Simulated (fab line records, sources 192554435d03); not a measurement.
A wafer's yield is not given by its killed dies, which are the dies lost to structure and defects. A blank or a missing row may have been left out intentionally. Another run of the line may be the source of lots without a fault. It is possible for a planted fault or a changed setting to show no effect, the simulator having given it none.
Split-lot trial -- flow n5 finfet -- 39 wafers read from 7 lots, route of 1938 steps

THE SPLIT ITSELF
At N5_BEOL_M8_ILD_DEP_00 (deposits SiCOH lowk from DEMS/porogen, target thk 179.75 nm, time 33.4 s), the setting target thk a was moved away from the recipe's 1797.5 angstrom on 18 of the 39 wafers read, by -28.5% to +50.5%. This setting was run at the recipe's value on the other wafers.

SPLIT TO READING: what lies between them in the file, 1 step
- N5_BEOL_M8_CURE_74: cures SiCOH lowk, time 240 s

THE READING
M8_ILD_THK, in nm, at N5_BEOL_M8_THK_MEAS_01. On this fab line, fault-free wafers typically give 155.7 nm with a standard deviation of 1.9 nm.

wafer,"tool, chamber at the split","target thk a as run, angstrom",against the recipe,"M8_ILD_THK, nm",against lot-mates on the recipe
L075.1,"pecvd-01, 1",2275,+26.6%,196.0,+38.4
L075.2,"pecvd-01, 0",2275,+26.6%,196.3,+38.7
L075.3,"pecvd-01, 1",2275,+26.6%,197.8,+40.2
L075.4,"pecvd-01, 0",1797.5,recipe,157.8,-
L075.5,"pecvd-01, 1,0",1797.5,recipe,157.6,-
L075.6,"pecvd-01, 1,0",1797.5,recipe,157.4,-
L080.1,"pecvd-03, 2",1361,-24.3%,115.5,-39.5
L080.2,"pecvd-03, 1",1797.5,recipe,152.0,-
L080.3,"pecvd-03, 0",1361,-24.3%,116.7,-38.3
L080.4,"pecvd-03, 2",1797.5,recipe,156.4,-
L080.5,"pecvd-03, 1",1361,-24.3%,116.3,-38.7
L080.6,"pecvd-03, 0",1797.5,recipe,156.6,-
L081.1,"pecvd-04, 2",1286,-28.5%,111.0,-47.5
L081.2,"pecvd-04, 0",1286,-28.5%,112.2,-46.3
L081.3,"pecvd-04, 1",1286,-28.5%,112.7,-45.8
L081.4,"pecvd-04, 2",1797.5,recipe,157.4,-
L081.5,"pecvd-04, 1",1797.5,recipe,158.6,-
L081.6,"pecvd-04, 0",1797.5,recipe,159.6,-
L082.1,"pecvd-04, 2",1797.5,recipe,152.8,-
L082.2,"pecvd-04, 1",2478,+37.9%,213.9,+57.1
L082.3,"pecvd-04, 0,2",2478,+37.9%,216.1,+59.3
L082.4,"pecvd-04, 0,2",2478,+37.9%,215.8,+59.0
L082.5,"pecvd-04, 0",1797.5,recipe,158.9,-
L082.6,"pecvd-04, 1",1797.5,recipe,158.6,-
L086.1,"pecvd-04, 0",1797.5,recipe,157.3,-
L086.2,"pecvd-04, 2",1797.5,recipe,154.9,-
L086.4,"pecvd-04, 0",1797.5,recipe,157.7,-
L088.1,"pecvd-01, 1",1797.5,recipe,152.1,-
L088.2,"pecvd-01, 2,0",2078,+15.6%,178.4,+23.3
L088.3,"pecvd-01, 2,0",2078,+15.6%,178.6,+23.5
L088.4,"pecvd-01, 1",1797.5,recipe,155.9,-
L088.5,"pecvd-01, 2",1797.5,recipe,157.2,-
L088.6,"pecvd-01, 0",2078,+15.6%,180.5,+25.4
L095.1,"pecvd-03, 2",1797.5,recipe,154.6,-
L095.2,"pecvd-03, 1",2705,+50.5%,234.3,+78.2
L095.3,"pecvd-03, 0",2705,+50.5%,233.8,+77.7
L095.4,"pecvd-03, 0",1797.5,recipe,157.5,-
L095.5,"pecvd-03, 2",2705,+50.5%,237.0,+80.9
L095.6,"pecvd-03, 1",1797.5,recipe,156.1,-
If several chambers appear in one row, that row covers several wafers at once and the file leaves open which wafer was in which chamber.

FIT RESULTS
A straight line over all 39 wafers: M8_ILD_THK changes by +1.56 nm for each +1% of target thk a; r = +1.00; the points scatter about the line by 1.9 nm.
The same after taking each lot's own level away (the mean of its wafers on the recipe; 39 wafers): +1.57 nm for each +1%; r = +1.00; scatter 1.7 nm.
On that fit, the largest move of target thk a shifts the reading by 79 nm.
The span of the lots' own levels, 155.00 to 158.53 nm, comes to 1.9 times the standard deviation stated above.
Consequently the slope shifts little with the lot-to-lot level, the two slopes agreeing.
Check: +78.7 nm against its lot-mates is what the line predicts for one of the wafers moved furthest among these (+50.5%) when that wafer is left out of the fit. It came out at +78.2 nm against them.

THESE WAFERS: OTHER SPLITS
Before the reading, these wafers also passed through other splits. Each is held against what the fit with the lots' levels taken away leaves over:
other split on the same wafers,wafers away from the commonest value,r with M8_ILD_THK (lot level and that fit taken away)
N5_BEOL_M5_TRENCH_ETCH_37 time s,12,-0.04

THE WHOLE CHAIN: every reading that the file lists as answering this split, in the file's order
step,what it does,reading,change (the file's fit),r (the file's)
N5_BEOL_M8_ILD_DEP_00,"deposits SiCOH lowk from DEMS/porogen, target thk 179.75 nm, time 33.4 s","SiCOH_lowk_of_BEOL_M8_ILD_DEP_00.thk nm (the simulator's own value, which no gauge read)",+1.79 nm for each +1% of the setting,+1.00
N5_BEOL_M8_CURE_74,"cures SiCOH lowk, time 240 s","SiCOH_lowk_of_BEOL_M8_ILD_DEP_00.thk nm (the simulator's own value, which no gauge read)",+1.56 nm for each +1% of the setting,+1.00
N5_BEOL_M8_THK_MEAS_01,,M8_ILD_THK,+1.56 for each +1% of the setting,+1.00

THE FILE'S OWN FIT
M8_ILD_THK changes by +1.56 nm for each +1% of target thk a, r = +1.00.
